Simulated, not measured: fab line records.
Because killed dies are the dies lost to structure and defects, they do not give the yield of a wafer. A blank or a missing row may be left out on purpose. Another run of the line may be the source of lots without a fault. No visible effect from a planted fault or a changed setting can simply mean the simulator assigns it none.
Matching of chambers | flow n5-finfet | 4 sister chambers for N5_BEOL_M3_VIA_ETCH_34 on rie-diel-03
The step etches the open film in C4F6/O2, target depth 69.4 nm, time 65.9 s. 16 wafers are shown with their chamber, then 8 later ones without.

WAFERS, EACH WITH ITS CHAMBER
wafer  | chamber | showerhead-plenum-p-Torr (Torr) | throttle-valve-pct (%) | rf-vpp-V (V)
L076.1 | 2       | 2.96                            | 30.3                   | 666
L076.4 | 3       | 3.03                            | 30.7                   | 657
L076.6 | 0       | 2.83                            | 30.2                   | 681
L077.3 | 0       | 2.83                            | 30.1                   | 677
L077.5 | 0       | 2.83                            | 30.1                   | 678
L077.6 | 1       | 2.90                            | 31.3                   | 658
L079.2 | 0       | 2.83                            | 30.1                   | 678
L079.3 | 1       | 2.90                            | 31.3                   | 658
L079.4 | 3       | 3.03                            | 30.7                   | 656
L085.1 | 1       | 2.90                            | 31.3                   | 658
L085.2 | 2       | 2.96                            | 30.4                   | 664
L085.3 | 3       | 3.03                            | 30.7                   | 657
L090.2 | 3       | 3.02                            | 30.7                   | 656
L090.4 | 0       | 2.82                            | 30.2                   | 677
L090.5 | 3       | 3.02                            | 30.7                   | 656
L093.1 | 0       | 2.81                            | 30.2                   | 679

SIGNATURES, as means of the wafers listed above
reading                  | chamber 0 | chamber 1 | chamber 2 | chamber 3 | scatter within a chamber
showerhead-plenum-p-Torr | 2.8250    | 2.9000    | 2.9600    | 3.0260    | 0.00626
throttle-valve-pct       | 30.150    | 31.300    | 30.350    | 30.700    | 0.0408
rf-vpp-V                 | 678.33    | 658.00    | 665.00    | 656.40    | 1.1
Rule: for a wafer and a chamber, the distance is found by dividing, reading by reading, the gap between the wafer's reading and the chamber's mean by the reading's scatter, squaring, summing and taking the root. If the next closest chamber is less than 2 further off than the closest, the wafer can't be placed; otherwise it belongs to the closest. The scatter is the square root of a quotient: the sum, over the shown wafers, of each reading's squared deviation from its chamber's mean, divided by wafers minus chambers.

WAFERS WHOSE CHAMBER IS MISSING
wafer  | showerhead-plenum-p-Torr (Torr) | throttle-valve-pct (%) | rf-vpp-V (V)
L093.5 | 3.02                            | 30.7                   | 654
L093.6 | 2.81                            | 30.2                   | 677
L095.2 | 2.89                            | 31.0                   | 657
L095.3 | 2.81                            | 30.2                   | 678
L095.5 | 3.01                            | 30.7                   | 655
L096.2 | 2.94                            | 30.4                   | 665
L096.3 | 3.01                            | 30.8                   | 657
L096.4 | 2.81                            | 30.2                   | 678

THE CHAMBER EACH PASSED THROUGH
wafer  | from the rows above | in truth
L093.5 | 3                   | 3
L093.6 | 0                   | 0
L095.2 | 1                   | 1
L095.3 | 0                   | 0
L095.5 | 3                   | 3
L096.2 | 2                   | 2
L096.3 | 3                   | 3
L096.4 | 0                   | 0
Correct placement for 8 of the 8. Number that these rows cannot place: 0. 0 placed wrongly.
